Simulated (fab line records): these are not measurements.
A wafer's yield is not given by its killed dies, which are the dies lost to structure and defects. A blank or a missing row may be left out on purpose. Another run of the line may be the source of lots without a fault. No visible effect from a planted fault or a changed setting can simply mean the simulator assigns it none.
A single fault, viewed from 2 desks + flow nand harc + what lay behind the numbers comes last; until then each desk has only its own

THE DEFECT DESK
Lot by lot, what the route's inspections counted, given as the mean of those sampled wafers with a number. Any lot whose mean is over 4 standard deviations away from the usual mean is out of limits and marked OUT; that distance is given in the brackets.
Columns: A = raw defect count at NHARC_P_GATE_INSPECT_68, usual 222
| lot  | first seen here | A              |
|------|-----------------|----------------|
| L526 | day 5 12:39     | 217            |
| L528 | day 6 01:07     | 157            |
| L529 | day 6 07:43     | 202            |
| L530 | day 6 09:03     | 221            |
| L532 | day 6 18:04     | 251            |
| L533 | day 7 02:53     | 224            |
| L540 | day 8 17:32     | 184            |
| L541 | day 9 13:20     | 252            |
| L543 | day 9 19:09     | 275            |
| L545 | day 10 06:18    | 630 (+5.3) OUT |
| L549 | day 11 09:29    | 283            |
This desk's finding: out of limits on L545; first on L545, day 10 06:18 (raw defect count at NHARC_P_GATE_INSPECT_68). Within limits: L526, L528, L529, L530, L532, L533, L540, L541, L543, L549.

THE TOOL OWNER'S DESK: rie diel-07
The tool's own readings at NHARC_P_GATE_STRIP_108 (strips in O2): means of the sampled wafers that have a number, for each lot that ran on this tool. Any lot whose mean is over 4 standard deviations away from the usual mean is out of limits and marked OUT; that distance is given in the brackets.
Columns: A = drypump motor current A at NHARC_P_GATE_STRIP_108, usual 5.5 A; B = oes product au at NHARC_P_GATE_STRIP_108, usual 0.997 a.u.; C = rf vpp V at NHARC_P_GATE_STRIP_108, usual 58.1 V; D = showerhead plenum p Torr at NHARC_P_GATE_STRIP_108, usual 3.63 Torr; E = throttle valve pct at NHARC_P_GATE_STRIP_108, usual 17.037 %
| lot  | first seen here | A   | B     | C    | D    | E      |
|------|-----------------|-----|-------|------|------|--------|
| L526 | day 4 16:34     | 5.6 | 0.999 | 58.0 | 3.76 | 17.043 |
| L528 | day 5 05:08     | 5.4 | 1.000 | 59.2 | 3.71 | 17.028 |
| L533 | day 6 09:02     | 5.4 | 0.992 | 58.8 | 3.67 | 17.038 |
| L540 | day 7 23:44     | 5.4 | 1.003 | 58.2 | 3.70 | 17.045 |
| L541 | day 8 19:22     | 5.5 | 0.993 | 58.1 | 3.70 | 17.044 |
| L543 | day 9 00:23     | 5.5 | 0.996 | 57.6 | 3.74 | 17.035 |
| L545 | day 9 12:04     | 5.5 | 1.000 | 58.5 | 3.70 | 17.037 |
This desk's verdict: no lot among the 7 shows anything out of limits.

PUT TOGETHER
The defect desk could have raised an alarm at day 10 06:18, on L545.
The tool owner's desk saw nothing out of limits.
The tool owner's desk has L545 on record, within its limits.
Every lot named ran NHARC_P_GATE_STRIP_108 on rie diel-07.

WHAT THE SIMULATOR HAD PUT IN
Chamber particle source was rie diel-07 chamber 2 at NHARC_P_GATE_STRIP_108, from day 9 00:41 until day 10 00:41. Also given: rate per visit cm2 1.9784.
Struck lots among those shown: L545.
Hours from the fault's start to each desk's first reading out of limits: the defect desk, 30.
